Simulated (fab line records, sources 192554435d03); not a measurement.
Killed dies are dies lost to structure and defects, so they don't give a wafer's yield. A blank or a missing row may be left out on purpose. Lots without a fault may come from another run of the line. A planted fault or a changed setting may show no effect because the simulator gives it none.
Which tool did it? | flow n5_finfet | 11 lots, 33 wafers sampled, at 5 steps of a route of 1938

WHAT THE GAUGES READ, wafer by wafer
N5_BEOL_M7_THK_MEAS_01.
lot  | measured     | on            | M7_ILD_THK (nm)
L195 | day 8 22:57  | film_metro-01 | 152.4 153.6 154.6
L196 | day 9 00:41  | film_metro-01 | 151.7 154.9 154.9
L197 | day 9 05:15  | film_metro-01 | 154.7 154.9 156.8
L199 | day 9 09:34  | film_metro-01 | 152.0 154.8 156.7
L200 | day 9 23:28  | film_metro-02 | 154.3 155.9 156.5
L203 | day 11 09:25 | film_metro-02 | 152.1 153.9 155.2
L206 | day 11 11:10 | film_metro-02 | 151.8 158.0 155.6
L208 | day 11 11:26 | film_metro-02 | 155.1 154.1 157.6
L211 | day 13 00:09 | film_metro-02 | 153.4 155.4 156.1
L212 | day 13 02:09 | film_metro-02 | 154.6 157.8 157.9
L214 | day 13 15:21 | film_metro-01 | 154.6 153.4 156.3

N5_BEOL_M7_CD_MEAS_11: target cd 38.5 nm.
lot  | measured     | on        | cd_nm (nm)
L195 | day 9 00:10  | cd_sem-01 | 38.2 38.7 38.8
L196 | day 9 02:59  | cd_sem-03 | 37.6 38.3 37.8
L197 | day 9 07:04  | cd_sem-01 | 38.2 38.1 37.8
L199 | day 9 10:04  | cd_sem-02 | 38.4 38.3 37.8
L200 | day 10 00:14 | cd_sem-01 | 39.0 38.1 38.6
L203 | day 11 11:28 | cd_sem-02 | 39.0 38.3 38.2
L206 | day 11 12:00 | cd_sem-01 | 38.2 38.6 38.7
L208 | day 11 12:17 | cd_sem-02 | 38.9 39.1 38.1
L211 | day 13 01:04 | cd_sem-02 | 39.1 38.6 38.8
L212 | day 13 03:40 | cd_sem-03 | 39.0 39.0 38.7
L214 | day 13 17:49 | cd_sem-01 | 38.0 38.3 37.5

N5_BEOL_M7_INSPECT_30: inspects for defects (brightfield).
lot  | measured     | on                | raw_defect_count
L195 | day 9 01:44  | defect_inspect-01 | 270 389 420
L196 | day 9 06:21  | defect_inspect-01 | 410 396 452
L197 | day 9 08:34  | defect_inspect-02 | 346 278 247
L199 | day 9 11:03  | defect_inspect-01 | 510 533 510
L200 | day 10 01:49 | defect_inspect-01 | 404 534 519
L203 | day 11 13:18 | defect_inspect-01 | 488 383 394
L206 | day 11 13:48 | defect_inspect-01 | 468 475 559
L208 | day 11 13:50 | defect_inspect-02 | 454 509 412
L211 | day 13 02:32 | defect_inspect-02 | 510 437 451
L212 | day 13 06:38 | defect_inspect-02 | 387 311 381
L214 | day 13 19:06 | defect_inspect-01 | 426 401 1006

WHICH TOOL RAN EACH LOT (tool, then ch and the chambers of the sampled wafers, then the start)
lot  | N5_BEOL_M7_ILD_DEP_00           | N5_BEOL_M7_STRIP_19
L195 | pecvd-01 ch 0,1,2, day 8 22:23  | rie_diel-04 ch 0,1,2, day 9 00:38
L196 | pecvd-04 ch 0,1, day 9 00:05    | rie_diel-01 ch 1,3, day 9 03:28
L197 | pecvd-01 ch 0,1, day 9 04:40    | rie_diel-04 ch 0,1,2, day 9 08:05
L199 | pecvd-03 ch 0,2, day 9 08:59    | rie_diel-04 ch 0,1, day 9 10:32
L200 | pecvd-01 ch 0,1, day 9 21:26    | rie_diel-03 ch 0,1,3, day 10 01:20
L203 | pecvd-03 ch 0,2, day 11 08:50   | rie_diel-03 ch 0,2,3, day 11 12:50
L206 | pecvd-01 ch 0,1, day 11 10:35   | rie_diel-04 ch 2,3, day 11 13:20
L208 | pecvd-03 ch 0,2, day 11 10:52   | rie_diel-04 ch 1,2,3, day 11 13:22
L211 | pecvd-04 ch 1,2, day 12 23:35   | rie_diel-01 ch 1,2, day 13 01:32
L212 | pecvd-04 ch 1,2, day 13 01:34   | rie_diel-01 ch 2,3, day 13 04:43
L214 | pecvd-03 ch 0,1,2, day 13 14:18 | rie_diel-04 ch 0,1,3, day 13 18:26
- N5_BEOL_M7_ILD_DEP_00: deposits SiCOH lowk from DEMS/porogen, target thk 179.75 nm, time 33.4 s.
- N5_BEOL_M7_STRIP_19: strips in O2.

WHAT THE TOOLS THEMSELVES READ (means of the sampled wafers that have a number; where no wafer has one, the mark that the record gives instead)
N5_BEOL_M7_ILD_DEP_00.
lot  | tool     | heater_power_w (W) | showerhead_plenum_p_Torr (Torr) | throttle_valve_pct (%)
L195 | pecvd-01 | 297                | 5.741                           | 15.2
L196 | pecvd-04 | 336                | 5.738                           | 14.5
L197 | pecvd-01 | 310                | 5.732                           | 14.7
L199 | pecvd-03 | 385                | 5.740                           | 14.0
L200 | pecvd-01 | 271                | 5.730                           | 14.8
L203 | pecvd-03 | 391                | 5.727                           | 14.1
L206 | pecvd-01 | 302                | 5.731                           | 14.8
L208 | pecvd-03 | 342                | 5.741                           | 13.8
L211 | pecvd-04 | 331                | 5.736                           | 13.5
L212 | pecvd-04 | 268                | 5.736                           | 14.0
L214 | pecvd-03 | 346                | 5.740                           | 14.0

N5_BEOL_M7_STRIP_19.
lot  | tool        | drypump_motor_current_A (A) | oes_product_au (a.u.) | rf_vpp_V (V) | showerhead_plenum_p_Torr (Torr) | throttle_valve_pct (%)
L195 | rie_diel-04 | 5.8                         | 0.74                  | 4.3          | 2.11                            | 16.73
L196 | rie_diel-01 | 5.8                         | 0.87                  | 3.6          | 2.20                            | 16.35
L197 | rie_diel-04 | 5.8                         | 0.74                  | 3.6          | 2.11                            | 16.74
L199 | rie_diel-04 | 5.7                         | 0.78                  | 3.8          | 2.07                            | 16.55
L200 | rie_diel-03 | 5.3                         | 0.79                  | 3.9          | 2.05                            | 16.80
L203 | rie_diel-03 | 5.1                         | 0.85                  | 3.9          | 2.16                            | 16.79
L206 | rie_diel-04 | 6.0                         | 0.68                  | 3.9          | 2.10                            | 16.93
L208 | rie_diel-04 | 6.0                         | 0.73                  | 4.1          | 2.06                            | 16.73
L211 | rie_diel-01 | 5.7                         | 0.89                  | 3.8          | 2.11                            | 16.40
L212 | rie_diel-01 | 5.5                         | 0.85                  | 4.3          | 2.10                            | 16.58
L214 | rie_diel-04 | 6.0                         | 0.79                  | 3.7          | 2.05                            | 16.57

THE ANSWER, worked out from the rows above alone
Rule: what is usual is taken from the lots themselves. Put in order of their means at a reading, lots are off if they are a third of the lots or fewer, leave a main group of 4 or more, and stand apart from it by a gap of 3 or more times the standard deviation of the main group's means; of several such gaps the widest counts. A main group whose means are all the same, to the digits that the tables above print for the reading, isn't used. A lot without any number at a reading at which 4 lots or more have one is off too. The other lots that the step has rows for count as sound. The gauges are gone through in route order, then the tools' own readings, and for those a lot's mean is taken as printed above. The first step at which some lot is off is used, and at that step the reading that is off furthest; a lot without a number counts as furthest.
No lot is off at any reading shown: from this, nothing can be told.

WHAT THE SIMULATOR HAD PUT IN
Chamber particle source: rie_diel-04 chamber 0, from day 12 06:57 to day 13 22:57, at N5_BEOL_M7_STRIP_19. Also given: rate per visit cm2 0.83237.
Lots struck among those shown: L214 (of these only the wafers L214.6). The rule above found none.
